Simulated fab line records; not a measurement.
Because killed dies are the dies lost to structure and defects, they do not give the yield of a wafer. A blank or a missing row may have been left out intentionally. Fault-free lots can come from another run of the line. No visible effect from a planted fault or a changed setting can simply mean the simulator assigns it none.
fab line records    flow nand_harc
[record] lots = 7  wafers = 21  last_day = 33
route steps=1302 shown A_CHANNEL_HOLE_D1@457
lots with no fault: from the same line, run without faults
start_h: start of the lot's first displayed wafer, in hours after the record's first day    wait_h: how many hours have passed since the lot's step before this one    " as in the row above    L1.1+2: several wafers, shown together as one row    - no value, or no start given    * or withheld: withheld    < > ~ a bound
route shown NAME@n: NAME is a module with steps in the file, n the number in the route of the first one    usual: mean/standard deviation taken from wafers without a fault    same: alike in all rows    chamber/n: place in a boat    sites: the reading at each site    _std_site: their standard deviation    _edge_site: inner sites' mean taken away from outer sites' mean    radius_mm: for every site, how far away it sits from the centre of the wafer    mask NAME#n: copy n    behind: tool/chamber where the wafer was last shaped    hold: the reason the lot was held/the length of the hold in hours/how it ended    device: which transistor (n, p or np) failed to switch    end of line: tests of these same wafers at the route's end    where a step has no rows: the recipe by itself    killed: not the wafer's yield, but the dies lost to structure and defects at the first sort    map: per-die view of a wafer (x killed, . not killed, _ where there is no die)
set.NAME: the run value of the setting; set.NAME@STEP: its run value at that earlier step    model.NAME: the simulator's own value behind a step, which no gauge read
certain route steps with their lots: each step a table, each wafer a row
services: a tool's chamber out of use, with start hour (start_h, from the record's first day; less than 0 if before it), hours out, and reason
[[steps]]
[step NHARC_A_CHANNEL_HOLE_D1_SOFTBAKE_05]
[recipe] temp_c = 105  time_s = 55
[step NHARC_A_CHANNEL_HOLE_D1_EBR_06]
[step NHARC_A_CHANNEL_HOLE_D1_EXPOSE_07]
[recipe] na = 1.35  target_cd_nm = 100  sigma_outer = 0.3  dose_mj = 59.65  mask_id = HOLE_D1
[step NHARC_A_CHANNEL_HOLE_D1_PEB_08]
[recipe] peb_temp_c = 100  peb_time_s = 65
[step NHARC_A_CHANNEL_HOLE_D1_DEVELOP_09]
[recipe] develop_time_s = 35  dev_temp_c = 23
[step NHARC_A_CHANNEL_HOLE_D1_CD_MEAS_10]
[recipe] target_cd_nm = 100  landing_energy_ev = 500
[usual] cd_nm = 100.1/0.65
lot.wafer  tool       chamber  start_h  wait_h  cd_nm
L767.1     cd_sem-02  0        188.11   -       99.5
L767.3     "          0        "        "       98.7
L767.4     "          0        "        "       99.5
L774.2     cd_sem-02  0        266.57   -       100.3
L774.3     "          0        "        "       100.4
L774.5     "          0        "        "       100.3
L775.2     cd_sem-02  0        276.68   -       98.9
L775.3     "          0        "        "       98.9
L775.5     "          0        "        "       99.4
L776.3     cd_sem-02  0        286.53   -       101.2
L776.4     "          0        "        "       99.5
L776.5     "          0        "        "       100.2
L785.1     cd_sem-03  0        370.75   -       100.4
L785.3     "          0        "        "       100.5
L785.6     "          0        "        "       101.3
L786.1     cd_sem-02  0        384.11   -       100.0
L786.2     "          0        "        "       100.5
L786.3     "          0        "        "       99.4
L788.1     cd_sem-02  0        405.41   -       100.2
L788.2     "          0        "        "       99.7
L788.3     "          0        "        "       100.4
[step NHARC_A_CHANNEL_HOLE_D1_OVL_MEAS_11]
[usual] overlay_x_nm = 0.0/0.85  overlay_y_nm = 0.2/0.67
lot.wafer  tool        chamber  start_h  wait_h  overlay_x_nm  overlay_y_nm
L767.1     overlay-02  -        188.21   -       -0.4          -1.0
L767.3     "           -        "        "       -0.6          -0.6
L767.4     "           -        "        "       -0.9          -0.5
L774.2     overlay-02  -        266.66   -       1.2           0.6
L774.3     "           -        "        "       1.2           0.5
L774.5     "           -        "        "       1.4           0.3
L775.2     overlay-02  -        276.77   -       -0.8          1.4
L775.3     "           -        "        "       -1.8          0.9
L775.5     "           -        "        "       -2.0          1.0
L776.3     overlay-01  -        286.61   -       -1.6          -0.9
L776.4     "           -        "        "       -1.0          -1.0
L776.5     "           -        "        "       -0.4          -0.9
L785.1     overlay-02  -        370.84   -       -0.5          0.5
L785.3     "           -        "        "       -0.3          1.4
L785.6     "           -        "        "       0.0           0.6
L786.1     overlay-01  -        384.20   -       -0.2          0.5
L786.2     "           -        "        "       -0.1          -0.1
L786.3     "           -        "        "       0.5           -0.2
L788.1     overlay-01  -        405.50   -       0.8           -0.1
L788.2     "           -        "        "       0.5           -0.2
L788.3     "           -        "        "       1.4           0.4
[step NHARC_A_CHANNEL_HOLE_D1_INSPECT_12]
[usual] raw_defect_count = 5.6/2.8
lot.wafer  tool               chamber  start_h  wait_h  raw_defect_count
L767.1     defect_inspect-02  -        188.25   0.0     4
L767.3     "                  -        "        "       7
L767.4     "                  -        "        "       4
L774.2     defect_inspect-01  -        266.70   0.0     5
L774.3     "                  -        "        "       10
L774.5     "                  -        "        "       6
L775.2     defect_inspect-01  -        276.81   0.0     7
L775.3     "                  -        "        "       4
L775.5     "                  -        "        "       3
L776.3     defect_inspect-01  -        286.65   0.0     3
L776.4     "                  -        "        "       13
L776.5     "                  -        "        "       9
L785.1     defect_inspect-02  -        370.88   0.0     8
L785.3     "                  -        "        "       3
L785.6     "                  -        "        "       2
L786.1     defect_inspect-02  -        384.23   0.0     13
L786.2     "                  -        "        "       10
L786.3     "                  -        "        "       7
L788.1     defect_inspect-01  -        405.54   0.0     3
L788.2     "                  -        "        "       4
L788.3     "                  -        "        "       3
[step NHARC_A_CHANNEL_HOLE_D1_DESCUM_15]
[recipe] time_s = 3  o2_flow_sccm = 200  ar_flow_sccm = 0  bias_power_w = 0  chemistry = O2
[usual] drypump_motor_current_A = 5.5/0.35  oes_product_au = 1.002/0.016  rf_vpp_V = 57.6/1  showerhead_plenum_p_Torr = 1.89/0.081  throttle_valve_pct = 11.312/0.0093
[same] bias_power_w = 0
lot.wafer  tool         chamber  start_h  wait_h  drypump_motor_current_A  oes_product_au  rf_hours_counter_h  rf_vpp_V  showerhead_plenum_p_Torr  throttle_valve_pct
L767.1     rie_diel-02  3        188.32   0.1     5.4                      0.979           13                  57.1      1.95                      11.308
L767.4     "            0        "        "       5.1                      1.016           13                  57.8      1.79                      11.303
L767.3     "            1        "        "       5.5                      1.003           12                  57.7      1.99                      11.298
L774.2     rie_diel-02  0        266.76   0.1     5.1                      1.012           3                   57.4      1.79                      11.307
L774.3     "            2        "        "       6.0                      0.984           3                   58.0      1.83                      11.302
L774.5     "            1        "        "       5.5                      1.029           -                   57.7      1.99                      11.329
L775.3     rie_diel-02  1        276.87   0.1     5.5                      1.040           5                   58.8      1.99                      11.314
L775.2     "            2        "        "       5.9                      0.990           4                   56.2      1.83                      11.313
L775.5     "            1        "        "       5.5                      1.027           -                   58.5      1.99                      11.318
L776.3     rie_diel-02  1        286.71   0.1     5.6                      1.030           6                   57.9      1.99                      11.322
L776.4     "            2        "        "       5.9                      0.982           5                   56.6      1.83                      11.301
L776.5     "            2        "        "       5.9                      0.972           -                   56.3      1.83                      11.319
L785.1     rie_diel-02  1        370.94   0.1     5.6                      1.021           12                  57.6      1.99                      11.315
L785.3     "            3        "        "       5.4                      1.001           13                  56.9      1.95                      11.335
L785.6     "            2        "        "       5.9                      0.980           -                   57.0      1.83                      11.307
L786.2     rie_diel-02  1        384.30   0.1     5.5                      1.012           13                  59.4      1.99                      11.297
L786.1     "            3        "        "       5.4                      0.987           14                  58.4      1.95                      11.307
L786.3     "            0        "        "       5.1                      0.994           15                  58.6      1.79                      11.338
L788.2     rie_diel-02  2        405.60   0.1     5.9                      1.009           0                   57.3      1.83                      11.309
L788.3     "            3        "        "       5.3                      1.002           0                   57.5      1.95                      11.313
L788.1     "            1        "        "       5.5                      1.010           0                   58.0      1.99                      11.303
[step NHARC_A_CHANNEL_HOLE_D1_ETCH_38]
[recipe] target_depth_a = 390  over_etch_frac = 0.3  time_s = 65  ion_energy_ev = 80  cf4_flow_sccm = 150  ar_flow_sccm = 0  rf_w = 300  bias_w = 100  chemistry = CF4
[usual] bias_w = 100.0/0.3  drypump_motor_current_A = 5.5/0.34  oes_product_au = 1.003/0.016  rf_vpp_V = 151.1/1.3  run_length_s = 86.4/0.4  showerhead_plenum_p_Torr = 1.75/0.072  throttle_valve_pct = 13.284/0.0091
[same] over_etch_frac = 0.3
lot.wafer  tool         chamber  start_h  wait_h  bias_w  drypump_motor_current_A  oes_product_au  rf_hours_counter_h  rf_vpp_V  run_length_s  showerhead_plenum_p_Torr  throttle_valve_pct
L767.4     rie_diel-02  0        188.40   0.1     99.9    5.1                      1.022           13                  151.2     86.9          1.66                      13.280
L767.3     "            1        "        "       99.7    5.5                      1.019           12                  151.3     86.9          1.84                      13.294
L767.1     "            2        "        "       99.8    5.9                      1.002           11                  149.3     86.4          1.70                      13.287
L774.2     rie_diel-02  2        266.85   0.1     100.0   5.9                      0.977           3                   151.7     85.9          1.70                      13.275
L774.3     "            0        "        "       100.1   5.1                      1.013           3                   149.7     86.4          1.66                      13.290
L774.5     "            2        "        "       100.2   5.9                      0.976           -                   149.1     86.5          1.70                      13.277
L775.3     rie_diel-02  0        276.95   0.1     99.6    5.1                      1.007           5                   151.1     86.5          1.66                      13.279
L775.2     "            2        "        "       99.7    5.9                      0.989           4                   149.4     86.4          1.70                      13.284
L775.5     "            0        "        "       99.6    5.1                      1.004           -                   149.4     86.4          1.66                      13.281
L776.3     rie_diel-02  1        286.80   0.1     99.6    5.6                      1.021           6                   152.8     86.8          1.84                      13.285
L776.4     "            2        "        "       99.8    5.9                      0.980           5                   150.2     86.5          1.70                      13.293
L776.5     "            1        "        "       100.2   5.6                      1.025           -                   152.4     86.8          1.84                      13.273
L785.3     rie_diel-02  0        371.02   0.1     100.3   5.1                      1.012           13                  148.8     86.4          1.66                      13.290
L785.1     "            3        "        "       100.1   5.4                      1.000           13                  150.8     85.7          1.80                      13.275
L785.6     "            1        "        "       100.5   5.5                      1.020           -                   152.2     86.6          1.83                      13.279
L786.1     rie_diel-02  3        384.38   0.1     100.2   5.4                      1.002           14                  152.3     85.8          1.80                      13.281
L786.2     "            0        "        "       99.9    5.1                      1.010           15                  149.9     86.6          1.66                      13.294
L786.3     "            1        "        "       99.7    5.5                      1.013           13                  153.5     87.2          1.83                      13.279
L788.1     rie_diel-02  3        405.70   0.1     99.8    5.4                      1.000           0                   150.4     86.0          1.80                      13.286
L788.3     "            1        "        "       100.0   5.5                      1.018           0                   152.7     86.7          1.83                      13.290
L788.2     "            2        "        "       100.1   5.9                      1.001           0                   150.8     86.6          1.70                      13.291
[step NHARC_A_CHANNEL_HOLE_D1_ETCH_39]
[recipe] target_depth_a = 2600  over_etch_frac = 0.3  time_s = 325  ion_energy_ev = 200  n2_flow_sccm = 150  h2_flow_sccm = 150  ar_flow_sccm = 0  rf_w = 400  bias_w = 150  chemistry = N2/H2
[usual] bias_w = 149.9/0.46  drypump_motor_current_A = 5.5/0.35  oes_product_au = 1.002/0.016  rf_vpp_V = 429.8/2.5  run_length_s = 346.4/0.4  showerhead_plenum_p_Torr = 2.01/0.089  throttle_valve_pct = 14.171/0.0086
[same] over_etch_frac = 0.3
lot.wafer  tool         chamber  start_h  wait_h  bias_w  drypump_motor_current_A  oes_product_au  rf_hours_counter_h  rf_vpp_V  run_length_s  showerhead_plenum_p_Torr  throttle_valve_pct
L767.1     rie_diel-02  3        -        -       149.9   5.4                      0.983           13                  431.6     346.5         2.08                      14.171
L767.4     "            0        "        "       149.9   5.1                      1.007           13                  427.5     347.1         1.91                      14.192
L767.3     "            1        "        "       150.1   5.5                      1.012           12                  432.2     347.0         2.13                      14.175
L774.3     rie_diel-02  2        -        -       149.5   6.0                      0.970           3                   429.3     346.2         1.95                      14.182
L774.2     "            3        "        "       150.0   5.4                      0.986           3                   432.6     345.7         2.08                      14.190
L774.5     "            2        "        "       149.8   5.9                      0.978           -                   428.3     346.3         1.95                      14.172
L775.3     rie_diel-02  2        -        -       150.4   6.0                      0.975           4                   427.2     346.2         1.95                      14.176
L775.2     "            3        "        "       149.9   5.4                      0.995           5                   430.3     345.7         2.08                      14.174
L775.5     "            2        "        "       150.5   5.9                      0.983           -                   428.0     346.1         1.95                      14.173
L776.4     rie_diel-02  3        -        -       149.2   5.4                      0.995           6                   431.4     345.8         2.08                      14.151
L776.3     "            2        "        "       150.4   5.9                      0.980           5                   427.6     346.6         1.95                      14.157
L776.5     "            0        "        "       150.1   5.1                      1.018           -                   428.3     346.3         1.90                      14.173
L785.3     rie_diel-02  2        -        -       150.5   5.9                      0.966           12                  427.1     346.3         1.95                      14.169
L785.1     "            3        "        "       150.1   5.4                      1.007           13                  432.2     345.9         2.08                      14.178
L785.6     "            1        "        "       151.0   5.6                      1.019           -                   433.8     346.7         2.12                      14.183
L786.1     rie_diel-02  0        -        -       149.5   5.1                      1.011           15                  427.1     346.4         1.90                      14.154
L786.3     "            1        "        "       150.7   5.5                      1.013           14                  433.5     346.9         2.12                      14.163
L786.2     "            3        "        "       149.5   5.4                      1.001           14                  431.9     345.7         2.08                      14.169
L788.3     rie_diel-02  3        -        -       149.4   5.4                      1.008           0                   430.1     346.0         2.08                      14.169
L788.1     "            1        "        "       150.1   5.5                      1.005           0                   433.2     346.8         2.12                      14.157
L788.2     "            2        "        "       150.3   5.9                      0.991           0                   428.4     346.4         1.95                      14.163
[step NHARC_A_CHANNEL_HOLE_D1_ETCH_34]
[recipe] target_depth_a = 1540  time_s = 77  cf4_flow_sccm = 100  chf3_flow_sccm = 30  ar_flow_sccm = 0  rf_w = 500  bias_w = 200  chemistry = CF4/CHF3
[usual] bias_w = 200.0/0.58  drypump_motor_current_A = 5.6/0.35  oes_product_au = 0.953/0.027  rf_vpp_V = 370.0/2.3  run_length_s = 98.4/0.43  showerhead_plenum_p_Torr = 1.56/0.062  throttle_valve_pct = 16.801/0.0086
lot.wafer  tool         chamber  start_h  wait_h  bias_w  drypump_motor_current_A  oes_product_au  rf_hours_counter_h  rf_vpp_V  run_length_s  showerhead_plenum_p_Torr  throttle_valve_pct
L767.1     rie_diel-02  2        -        -       200.0   5.9                      0.926           11                  369.4     98.0          1.51                      16.791
L767.3     "            3        "        "       200.0   5.4                      0.913           13                  371.8     97.8          1.61                      16.799
L767.4     "            0        "        "       200.2   5.1                      0.944           13                  366.9     98.4          1.48                      16.810
L774.3     rie_diel-02  2        -        -       200.5   5.9                      0.954           3                   368.2     98.3          1.51                      16.820
L774.2     "            0        "        "       199.8   5.1                      0.968           3                   368.3     98.5          1.48                      16.785
L774.5     "            3        "        "       200.0   5.4                      0.960           -                   372.0     98.1          1.60                      16.801
L775.3     rie_diel-02  3        -        -       200.3   5.4                      0.966           5                   373.6     97.9          1.60                      16.799
L775.2     "            0        "        "       200.0   5.1                      0.972           5                   366.9     98.5          1.48                      16.813
L775.5     "            1        "        "       199.7   5.5                      0.982           -                   372.9     98.9          1.63                      16.789
L776.4     rie_diel-02  2        -        -       200.3   5.9                      0.911           5                   367.8     97.9          1.51                      16.805
L776.3     "            1        "        "       199.5   5.6                      0.951           6                   373.7     98.8          1.63                      16.815
L776.5     "            2        "        "       198.9   5.9                      0.910           -                   368.0     98.0          1.51                      16.810
L785.1     rie_diel-02  1        -        -       201.0   5.5                      0.940           13                  374.1     99.1          1.63                      16.799
L785.3     "            2        "        "       200.1   5.9                      0.909           12                  368.0     98.0          1.51                      16.790
L785.6     "            0        "        "       199.1   5.1                      0.927           -                   368.0     98.7          1.47                      16.800
L786.1     rie_diel-02  1        -        -       200.4   5.5                      0.979           14                  372.4     98.6          1.63                      16.826
L786.2     "            2        "        "       199.7   5.9                      0.952           13                  369.9     98.8          1.51                      16.804
L786.3     "            3        "        "       200.2   5.4                      0.979           14                  374.6     97.9          1.60                      16.813
L788.1     rie_diel-02  1        -        -       200.2   5.5                      0.979           0                   371.0     99.3          1.63                      16.808
L788.3     "            2        "        "       200.6   5.9                      0.965           0                   367.1     98.1          1.51                      16.808
L788.2     "            3        "        "       200.4   5.4                      0.966           0                   370.9     97.7          1.60                      16.801
[step NHARC_A_CHANNEL_HOLE_D1_ETCH_16]
[recipe] target_depth_a = 31000  over_etch_frac = 0.3  time_s = 806  ion_energy_ev = 150  o2_flow_sccm = 400  cos_flow_sccm = 20  ar_flow_sccm = 0  rf_w = 500  bias_w = 300  chemistry = O2/COS
[usual] bias_w = 300.0/0.81  drypump_motor_current_A = 5.5/0.35  oes_product_au = 1.002/0.016  rf_vpp_V = 313.6/1.9  run_length_s = 827.4/0.42  showerhead_plenum_p_Torr = 3.08/0.13  throttle_valve_pct = 28.329/0.0081
[same] over_etch_frac = 0.3
lot.wafer  tool         chamber  start_h  wait_h  bias_w  drypump_motor_current_A  oes_product_au  rf_hours_counter_h  rf_vpp_V  run_length_s  showerhead_plenum_p_Torr  throttle_valve_pct
L767.4     rie_diel-02  3        188.90   -       298.7   5.4                      0.986           13                  314.2     826.8         3.18                      28.322
L767.1     "            0        "        "       299.7   5.1                      1.033           13                  313.1     827.4         2.93                      28.329
L767.3     "            1        "        "       301.4   5.5                      1.018           12                  316.4     827.7         3.25                      28.311
L774.2     rie_diel-02  3        267.29   -       -       5.4                      0.995           3                   316.0     596.1         3.18                      28.338
L774.3     "            0        "        "       -       5.1                      1.018           3                   310.5     596.4         2.93                      28.321
L774.5     "            3        "        "       -       5.4                      0.985           -                   315.5     595.8         3.18                      28.323
L775.3     rie_diel-02  0        277.40   -       -       5.1                      0.995           5                   312.3     596.1         2.93                      28.347
L775.2     "            1        "        "       -       5.5                      1.032           5                   317.4     596.7         3.24                      28.344
L775.5     "            1        "        "       -       5.5                      1.023           -                   314.3     596.7         3.24                      28.335
L776.3     rie_diel-02  2        287.35   -       -       5.9                      0.987           6                   312.1     596.2         3.00                      28.338
L776.4     "            3        "        "       -       5.4                      0.991           6                   315.6     595.9         3.18                      28.311
L776.5     "            1        "        "       -       5.6                      1.029           -                   315.3     596.5         3.24                      28.337
L785.1     rie_diel-02  0        371.58   -       299.6   5.1                      0.998           14                  311.4     827.5         2.93                      28.331
L785.3     "            1        "        "       299.8   5.6                      1.014           13                  314.9     827.7         3.24                      28.348
L785.6     "            2        "        "       299.6   5.9                      0.978           -                   314.2     827.3         3.00                      28.328
L786.1     rie_diel-02  0        384.88   -       299.5   5.1                      0.993           15                  312.4     827.6         2.93                      28.340
L786.3     "            1        "        "       299.6   5.5                      1.015           14                  314.3     828.3         3.24                      28.321
L786.2     "            2        "        "       299.5   6.0                      0.981           13                  312.4     827.1         2.99                      28.327
L788.2     rie_diel-02  3        406.22   -       298.6   5.4                      1.015           0                   314.2     826.7         3.17                      28.323
L788.3     "            1        "        "       300.8   5.6                      1.012           0                   315.2     828.5         3.24                      28.333
L788.1     "            2        "        "       300.9   5.9                      1.005           0                   314.2     827.7         2.99                      28.324
[step NHARC_A_CHANNEL_HOLE_D1_CD_MEAS_18]
[usual] cd_nm = 99.2/2.5
lot.wafer  tool       chamber  start_h  wait_h  cd_nm
L767.1     cd_sem-03  -        189.41   -       98.7
L767.3     "          -        "        "       101.0
L767.4     "          -        "        "       102.4
L774.2     cd_sem-03  -        267.87   -       98.8
L774.3     "          -        "        "       93.2
L774.5     "          -        "        "       94.3
L775.2     cd_sem-03  -        277.98   -       100.0
L775.3     "          -        "        "       92.5
L775.5     "          -        "        "       97.0
L776.3     cd_sem-03  -        287.82   -       97.9
L776.4     "          -        "        "       96.7
L776.5     "          -        "        "       98.0
L785.1     cd_sem-03  -        372.05   -       101.1
L785.3     "          -        "        "       97.2
L785.6     "          -        "        "       101.6
L786.1     cd_sem-03  -        385.40   -       96.3
L786.2     "          -        "        "       101.7
L786.3     "          -        "        "       97.6
L788.1     cd_sem-02  -        406.91   -       103.7
L788.2     "          -        "        "       102.1
L788.3     "          -        "        "       99.7
[[services]]
tool         chamber  start_h  hours  kind
rie_diel-02  0        171.47   -      clean
rie_diel-02  1        171.47   -      clean
rie_diel-02  2        171.47   -      clean
rie_diel-02  3        171.47   -      clean
rie_diel-02  2        180.62   1.3    repair
rie_diel-02  0        195.97   -      clean
rie_diel-02  1        195.97   -      clean
rie_diel-02  2        195.97   -      clean
rie_diel-02  3        195.97   -      clean
rie_diel-02  -        216.70   9.0    pm
rie_diel-02  0        216.70   9.0    vent_cycle
rie_diel-02  1        216.70   9.0    vent_cycle
rie_diel-02  2        216.70   9.0    vent_cycle
rie_diel-02  3        216.70   9.0    vent_cycle
rie_diel-02  0        225.70   -      clean
rie_diel-02  1        225.70   -      clean
rie_diel-02  2        225.70   -      clean
rie_diel-02  3        225.70   -      clean
rie_diel-02  0        250.20   -      clean
rie_diel-02  1        250.20   -      clean
rie_diel-02  2        250.20   -      clean
rie_diel-02  3        250.20   -      clean
rie_diel-02  -        393.70   9.0    pm
rie_diel-02  0        404.34   6.9    repair
[[key]]
[first_sign] step = NHARC_A_CHANNEL_HOLE_D1_ETCH_16  reading = run_length_s  direction = down  sigmas = 99+  usual = *  struck = *
effect none on later readings
met_at NHARC_A_CHANNEL_HOLE_D1_ETCH_16
struck_wafers L774.2,L774.3,L774.5,L775.2,L775.3,L775.5,L776.3,L776.4,L776.5
later_rows_left_out L774.2,L774.3,L774.5,L775.2,L775.3,L775.5,L776.3,L776.4,L776.5
sort_left_out L774.2,L774.3,L774.5,L775.2,L775.3,L775.5,L776.3,L776.4,L776.5
tester_left_out L774,L775,L776
onset_between 188.90 267.29
[fault] kind = process_parameter_drift  tool = rie_diel-02  chamber = -  onset_h = 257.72  steps = NHARC_A_CHANNEL_HOLE_D1_ETCH_16  channel = time_s  offset = *  shape = step  end_h = 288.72  acts_in = *  stated = *
// tester_left_out: of these lots the tester's yield and bins aren't shown, on N5 and GAA mostly nor the transistor test; their killed dies are dies lost to structure and defects alone, not to doping, threshold or leakage, so they don't give the yield
// sort_left_out: the simulated sort isn't trusted on such a fault, so these wafers' sort isn't shown, and their yield isn't known
// later_rows_left_out: the simulator's readings of these wafers behind a module that went badly wrong aren't trusted and aren't shown, but for the sort
